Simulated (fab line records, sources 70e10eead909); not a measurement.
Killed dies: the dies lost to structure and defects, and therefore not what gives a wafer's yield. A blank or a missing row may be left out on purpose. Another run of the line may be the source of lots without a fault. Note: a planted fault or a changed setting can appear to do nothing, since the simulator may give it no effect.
fab line records ; flow nand_harc ; part 2 of 2: steps 5 to 6 of 6
record: lots: 24; wafers: 72; last_day: 33
route steps=1302 shown A_CONTACT@1002
lots that met no fault: from a run of the same line without faults
start_h: the number of hours between the record's first day and the start of the first shown wafer of the lot ; wait_h: time in hours since the lot's previous step ; " repeats the value in the row above ; L1.1+2: a row that stands for several wafers ; - value missing, or start not given ; * or withheld: withheld ; < > ~ a bound
route shown NAME@n: names a module that has steps shown in the file, with the first one's number in the route ; usual: average and standard deviation across the fault-free wafers ; same: alike in all rows ; chamber/n: place in a boat ; sites: each site's reading ; _std_site: their standard deviation ; _edge_site: mean of outer sites minus mean of inner sites ; radius_mm: how far each site lies from the wafer's centre ; mask NAME#n: copy n ; behind: the tool/chamber that last shaped the wafer ; hold: the reason the lot was held/the length of the hold in hours/how it ended ; device: which transistor (n, p or np) failed to switch ; end of line: the tests these same wafers got at the end of their route ; a step with no rows: only its recipe ; killed: not the wafer's yield, but the dies lost to structure and defects at the first sort ; map: shows each die of a wafer: x if killed, . if not, _ if none is there
set.NAME: the setting that was run; set.NAME@STEP: the one run at that earlier step ; model.NAME: the simulator's own value behind a step, which no gauge read
the route's steps for a sample of lots (tables are steps, rows are wafers)
services: the hour from which a tool's chamber was out of use, counted from the record's first day as start_h (under 0 if before that day), plus the number of hours and why
== steps ==
step: NHARC_A_CONTACT_ETCH_106
recipe: target_depth_a: 900; overetch_a: 90; time_s: 49.5; ion_energy_ev: 100; cf4_flow_sccm: 80; o2_flow_sccm: 20; ar_flow_sccm: 0; rf_w: 300; bias_w: 100; chemistry: CF4/O2
usual: drypump_motor_current_A: 5.7/0.43; oes_product_au: 0.998/0.0099; rf_vpp_V: 197.6/1.5; showerhead_plenum_p_Torr: 1.32/0.064; throttle_valve_pct: 13.396/0.0082
lot.wafer;tool;chamber;start_h;wait_h;drypump_motor_current_A;oes_product_au;rf_hours_counter_h;rf_vpp_V;showerhead_plenum_p_Torr;throttle_valve_pct
L074.2;rie_diel-02;3;512.95;0.0;6.1;1.008;18;196.5;1.30;13.412
L074.1;rie_diel-02;0;512.95;0.0;5.8;1.008;16;195.8;1.25;13.400
L074.5;rie_diel-02;3;512.95;0.0;6.1;0.999;-;196.0;1.29;13.393
L075.1;rie_diel-02;0;525.57;0.3;5.8;1.012;20;196.6;1.26;13.402
L075.3;rie_diel-02;3;525.57;0.3;6.1;1.006;22;197.0;1.29;13.390
L075.6;rie_diel-02;1;525.57;0.3;6.2;0.989;-;198.5;1.40;13.379
L076.2;rie_diel-02;2;527.42;0.1;5.1;0.987;21;197.9;1.33;13.391
L076.4;rie_diel-02;1;527.42;0.1;6.2;0.996;20;199.1;1.40;13.399
L076.5;rie_diel-02;3;527.42;0.1;6.1;0.995;-;197.1;1.29;13.403
L077.1;rie_diel-02;3;530.67;0.1;6.1;1.001;23;196.7;1.29;13.391
L077.3;rie_diel-02;0;530.67;0.1;5.8;1.000;22;197.3;1.25;13.395
L077.5;rie_diel-02;2;530.67;0.1;5.1;0.985;-;197.6;1.33;13.389
L078.2;rie_diel-02;2;541.30;0.1;5.1;0.990;23;197.4;1.33;13.398
L078.1;rie_diel-02;3;541.30;0.1;6.1;0.994;24;195.7;1.29;13.388
L078.5;rie_diel-02;2;541.30;0.1;5.1;0.992;-;197.6;1.33;13.394
L080.3;rie_diel-03;0;557.71;0.1;5.5;1.005;35;200.0;1.40;13.397
L080.1;rie_diel-03;1;557.71;0.1;6.3;0.995;24;196.2;1.24;13.399
L080.5;rie_diel-03;2;557.71;0.1;5.7;1.000;-;199.9;1.44;13.389
L079.2;rie_diel-02;1;557.99;0.1;6.2;1.003;25;199.0;1.40;13.379
L079.1;rie_diel-02;2;557.99;0.1;5.1;0.996;26;198.3;1.33;13.399
L079.5;rie_diel-02;2;557.99;0.1;5.1;0.987;-;197.1;1.33;13.396
L081.3;rie_diel-03;3;577.14;0.1;5.6;1.001;40;196.1;1.32;13.404
L081.4;rie_diel-03;1;577.14;0.1;6.3;1.001;29;195.8;1.24;13.405
L081.6;rie_diel-03;2;577.14;0.1;5.6;1.004;-;200.4;1.44;13.388
L082.2;rie_diel-02;0;603.11;1.0;5.8;1.002;4;195.5;1.25;13.400
L082.4;rie_diel-02;1;603.11;1.0;6.2;0.991;4;198.4;1.40;13.386
L082.6;rie_diel-02;0;603.11;1.0;5.8;0.998;-;195.9;1.25;13.403
L085.2;rie_diel-02;3;621.60;0.1;6.1;0.995;9;196.9;1.29;13.399
L085.1;rie_diel-02;0;621.60;0.1;5.8;0.996;7;195.0;1.25;13.387
L085.6;rie_diel-02;3;621.60;0.1;6.1;0.993;-;197.2;1.29;13.381
L083.1;rie_diel-02;2;622.41;0.1;5.1;1.000;9;196.8;1.33;13.402
L083.2;rie_diel-02;3;622.41;0.1;6.1;0.982;10;197.0;1.29;13.400
L083.3;rie_diel-02;0;622.41;0.1;5.8;0.998;8;194.4;1.25;13.403
L086.2;rie_diel-03;3;627.48;0.1;5.6;1.022;61;197.4;1.32;13.398
L086.1;rie_diel-03;0;627.48;0.1;5.5;1.023;57;198.2;1.39;13.390
L086.5;rie_diel-03;0;627.48;0.1;5.5;1.012;-;199.2;1.39;13.398
L087.1;rie_diel-03;1;633.18;0.1;6.3;1.000;48;196.2;1.24;13.401
L087.4;rie_diel-03;2;633.18;0.1;5.7;1.002;54;198.2;1.43;13.387
L087.6;rie_diel-03;1;633.18;0.1;6.3;0.997;-;196.0;1.24;13.395
L084.2;rie_diel-10;2;633.75;0.1;5.1;0.993;9;196.4;1.32;13.408
L084.3;rie_diel-10;3;633.75;0.1;5.6;0.994;9;199.0;1.43;13.400
L084.6;rie_diel-10;3;633.75;0.1;5.5;0.995;-;199.3;1.43;13.414
L088.2;rie_diel-02;0;656.11;0.1;5.8;1.001;15;195.0;1.25;13.388
L088.3;rie_diel-02;1;656.11;0.1;6.2;0.984;12;198.5;1.40;13.395
L088.5;rie_diel-02;1;656.11;0.1;6.2;0.991;-;199.0;1.40;13.378
L091.1;rie_diel-02;0;668.92;0.1;5.8;1.002;19;196.2;1.25;13.402
L091.6;rie_diel-02;1;668.92;0.1;6.2;0.997;-;198.7;1.40;13.381
L091.5;rie_diel-02;2;668.92;0.1;5.1;0.993;-;197.5;1.32;13.398
L090.2;rie_diel-10;1;678.50;0.1;6.0;1.012;27;196.4;1.24;13.383
L090.3;rie_diel-10;3;678.50;0.1;5.5;1.025;17;198.5;1.43;13.389
L090.5;rie_diel-10;2;678.50;0.1;5.1;1.002;-;198.2;1.32;13.393
L089.2;rie_diel-03;1;683.79;0.1;6.3;0.992;10;201.1;1.44;13.406
L089.3;rie_diel-03;2;683.79;0.1;5.6;0.998;12;199.0;1.43;13.372
L089.5;rie_diel-03;1;683.79;0.1;6.3;0.996;-;199.9;1.44;13.399
L092.1;rie_diel-02;3;684.18;0.1;6.1;0.999;20;195.9;1.29;13.419
L092.5;rie_diel-02;1;684.18;0.1;6.2;1.002;-;199.4;1.40;13.410
L092.6;rie_diel-02;2;684.18;0.1;5.1;0.981;-;197.3;1.32;13.398
L093.1;rie_diel-10;0;698.81;0.0;5.2;1.006;28;197.5;1.28;13.393
L093.2;rie_diel-10;1;698.81;0.0;6.0;1.019;34;195.9;1.23;13.403
L093.3;rie_diel-10;2;698.81;0.0;5.0;0.991;33;196.7;1.32;13.402
L094.4;rie_diel-02;0;703.58;0.1;5.8;0.990;24;195.0;1.25;13.404
L094.2;rie_diel-02;3;703.58;0.1;6.1;0.991;22;196.6;1.29;13.396
L094.5;rie_diel-02;1;703.58;0.1;6.3;0.981;-;199.7;1.40;13.404
L095.4;rie_diel-10;0;724.19;0.0;5.2;1.000;39;196.9;1.28;13.401
L095.3;rie_diel-10;1;724.19;0.0;6.0;0.996;41;196.9;1.23;13.397
L095.6;rie_diel-10;1;724.19;0.0;6.0;1.000;-;196.0;1.23;13.403
L096.3;rie_diel-02;2;724.58;0.1;5.1;0.993;31;197.1;1.32;13.396
L096.1;rie_diel-02;1;724.58;0.1;6.2;0.982;28;197.7;1.40;13.413
L096.6;rie_diel-02;3;724.58;0.1;6.1;0.995;-;197.0;1.29;13.405
L097.1;rie_diel-02;2;736.25;0.2;5.1;0.985;32;197.4;1.32;13.400
L097.2;rie_diel-02;1;736.25;0.2;6.2;0.992;30;199.3;1.40;13.381
L097.6;rie_diel-02;3;736.25;0.2;6.1;0.980;-;196.2;1.29;13.398
step: NHARC_A_CONTACT_STRIP_82
recipe: o2_flow_sccm: 500; ar_flow_sccm: 0; bias_w: 0; chemistry: O2
usual: drypump_motor_current_A: 5.7/0.43; oes_product_au: 0.998/0.01; rf_vpp_V: 57.7/0.86; showerhead_plenum_p_Torr: 3.50/0.16; throttle_valve_pct: 17.037/0.0089
lot.wafer;tool;chamber;start_h;wait_h;drypump_motor_current_A;oes_product_au;rf_hours_counter_h;rf_vpp_V;showerhead_plenum_p_Torr;throttle_valve_pct
L074.2;rie_diel-02;0;-;-;5.8;1.024;16;56.8;3.33;17.035
L074.1;rie_diel-02;1;-;-;6.3;0.997;15;57.5;3.70;17.023
L074.5;rie_diel-02;2;-;-;5.1;0.990;-;58.7;3.51;17.046
L075.3;rie_diel-02;2;-;-;5.1;0.986;21;57.8;3.51;17.029
L075.1;rie_diel-02;0;-;-;5.8;1.010;20;56.5;3.32;17.018
L075.6;rie_diel-02;2;-;-;5.1;0.993;-;58.8;3.51;17.029
L076.4;rie_diel-02;0;-;-;5.8;1.011;21;57.0;3.32;17.040
L076.2;rie_diel-02;1;-;-;6.3;0.989;20;58.3;3.70;17.028
L076.5;rie_diel-02;2;-;-;5.1;0.986;-;57.7;3.51;17.024
L077.3;rie_diel-02;1;-;-;6.3;0.995;21;58.9;3.70;17.047
L077.1;rie_diel-02;3;-;-;6.1;0.997;23;59.5;3.43;17.032
L077.5;rie_diel-02;2;-;-;5.1;0.993;-;56.5;3.51;17.033
L078.2;rie_diel-02;2;-;-;5.1;0.991;23;57.8;3.51;17.044
L078.1;rie_diel-02;3;-;-;6.1;1.007;24;56.8;3.42;17.032
L078.5;rie_diel-02;0;-;-;5.8;1.017;-;57.5;3.32;17.046
L080.3;rie_diel-03;2;-;-;5.7;1.003;33;58.6;3.79;17.029
L080.1;rie_diel-03;0;-;-;5.5;1.014;35;55.9;3.69;17.038
L080.5;rie_diel-03;0;-;-;5.5;1.013;-;57.5;3.69;17.048
L079.2;rie_diel-02;0;-;-;5.8;1.026;26;57.5;3.32;17.046
L079.1;rie_diel-02;2;-;-;5.1;0.994;26;57.5;3.51;17.042
L079.5;rie_diel-02;1;-;-;6.2;0.999;-;58.4;3.70;17.033
L081.4;rie_diel-03;3;-;-;5.6;1.003;41;57.8;3.50;17.052
L081.3;rie_diel-03;0;-;-;5.5;1.018;40;58.9;3.68;17.056
L081.6;rie_diel-03;2;-;-;5.7;0.989;-;58.8;3.79;17.048
L082.2;rie_diel-02;0;-;-;5.8;1.007;4;57.1;3.32;17.053
L082.4;rie_diel-02;1;-;-;6.3;0.999;4;57.0;3.69;17.046
L082.6;rie_diel-02;3;-;-;6.1;0.996;-;56.1;3.42;17.030
L085.2;rie_diel-02;3;-;-;6.1;0.982;9;55.8;3.42;17.036
L085.1;rie_diel-02;0;-;-;5.8;0.995;7;56.5;3.32;17.046
L085.6;rie_diel-02;2;-;-;5.1;0.998;-;56.8;3.50;17.030
L083.1;rie_diel-02;2;-;-;5.1;0.993;9;57.3;3.50;17.038
L083.2;rie_diel-02;3;-;-;6.1;0.994;10;55.9;3.42;17.037
L083.3;rie_diel-02;0;-;-;5.8;1.003;8;58.3;3.32;17.039
L086.2;rie_diel-03;3;-;-;5.6;1.015;62;58.7;3.49;17.039
L086.1;rie_diel-03;0;-;-;5.5;1.000;57;58.8;3.67;17.048
L086.5;rie_diel-03;0;-;-;5.6;1.007;-;58.6;3.67;17.037
L087.4;rie_diel-03;1;-;-;6.3;1.010;48;58.3;3.28;17.032
L087.1;rie_diel-03;3;-;-;5.6;1.007;63;56.9;3.48;17.029
L087.6;rie_diel-03;0;-;-;5.5;0.997;-;59.3;3.67;17.035
L084.2;rie_diel-10;1;-;-;6.0;1.006;9;57.8;3.29;17.025
L084.3;rie_diel-10;2;-;-;5.1;0.982;9;56.5;3.49;17.042
L084.6;rie_diel-10;0;-;-;5.3;1.000;-;58.5;3.41;17.029
L088.2;rie_diel-02;3;-;-;6.1;0.988;14;58.5;3.42;17.042
L088.3;rie_diel-02;0;-;-;5.8;1.000;15;57.3;3.31;17.043
L088.5;rie_diel-02;3;-;-;6.1;0.982;-;57.5;3.42;17.036
L091.1;rie_diel-02;0;-;-;5.8;0.997;19;57.4;3.31;17.043
L091.6;rie_diel-02;1;-;-;6.2;1.000;-;57.6;3.69;17.020
L091.5;rie_diel-02;2;-;-;5.1;0.992;-;58.7;3.50;17.039
L090.2;rie_diel-10;2;-;-;5.1;0.981;26;57.8;3.48;17.033
L090.3;rie_diel-10;3;-;-;5.5;1.008;17;59.2;3.76;17.046
L090.5;rie_diel-10;1;-;-;6.0;1.018;-;58.0;3.28;17.010
L089.3;rie_diel-03;0;-;-;5.5;1.001;9;58.0;3.67;17.042
L089.2;rie_diel-03;3;-;-;5.6;0.998;12;57.5;3.48;17.033
L089.5;rie_diel-03;1;-;-;6.3;0.989;-;58.3;3.80;17.049
L092.1;rie_diel-02;0;-;-;5.8;0.986;21;57.2;3.31;17.019
L092.5;rie_diel-02;0;-;-;5.8;0.992;-;56.9;3.31;17.030
L092.6;rie_diel-02;1;-;-;6.2;0.977;-;58.0;3.69;17.034
L093.2;rie_diel-10;3;-;-;5.5;1.007;26;58.6;3.75;17.046
L093.1;rie_diel-10;0;-;-;5.3;1.015;28;58.2;3.40;17.030
L093.3;rie_diel-10;1;-;-;6.0;1.004;34;58.1;3.27;17.034
L094.4;rie_diel-02;3;-;-;6.1;0.996;22;57.5;3.41;17.029
L094.2;rie_diel-02;1;-;-;6.3;0.987;23;58.2;3.68;17.036
L094.5;rie_diel-02;0;-;-;5.8;1.007;-;56.8;3.31;17.026
L095.4;rie_diel-10;3;-;-;5.5;1.008;37;57.3;3.75;17.037
L095.3;rie_diel-10;1;-;-;6.0;1.002;41;57.5;3.27;17.026
L095.6;rie_diel-10;2;-;-;5.1;0.991;-;56.8;3.47;17.043
L096.1;rie_diel-02;1;-;-;6.2;0.991;28;58.9;3.68;17.024
L096.3;rie_diel-02;3;-;-;6.1;0.979;26;57.3;3.41;17.025
L096.6;rie_diel-02;0;-;-;5.8;1.000;-;58.2;3.31;17.042
L097.2;rie_diel-02;3;-;-;6.1;0.992;27;57.6;3.41;17.035
L097.1;rie_diel-02;2;-;-;5.1;0.992;32;57.4;3.49;17.038
L097.6;rie_diel-02;0;-;-;5.8;1.005;-;57.8;3.31;17.037
== services ==
tool;chamber;start_h;hours;kind
rie_diel-02;0;476.21;-;clean
rie_diel-02;1;476.21;-;clean
rie_diel-02;2;476.21;-;clean
rie_diel-02;3;476.21;-;clean
pecvd-01;-;488.48;5.4;repair
har_cap_etch-01;-;497.62;17.0;pm
rie_diel-02;0;500.71;-;clean
rie_diel-02;1;500.71;-;clean
rie_diel-02;2;500.71;-;clean
rie_diel-03;3;555.71;3.1;repair
rie_diel-02;-;570.71;9.0;pm
rie_diel-03;2;586.42;7.1;repair
pecvd-02;-;589.24;13.0;pm
rie_diel-10;-;596.94;9.0;pm
rie_diel-03;2;603.27;6.9;repair
rie_diel-02;1;619.88;12.7;repair
rie_diel-02;3;624.78;5.7;repair
pecvd-04;-;631.37;13.0;pm
rie_diel-03;-;635.33;9.0;pm
pecvd-01;-;674.85;13.0;pm
pecvd-02;2;677.53;22.7;repair
pecvd-01;2;689.93;17.6;repair
rie_diel-02;-;705.77;0.6;repair
rie_diel-02;2;711.16;6.5;repair
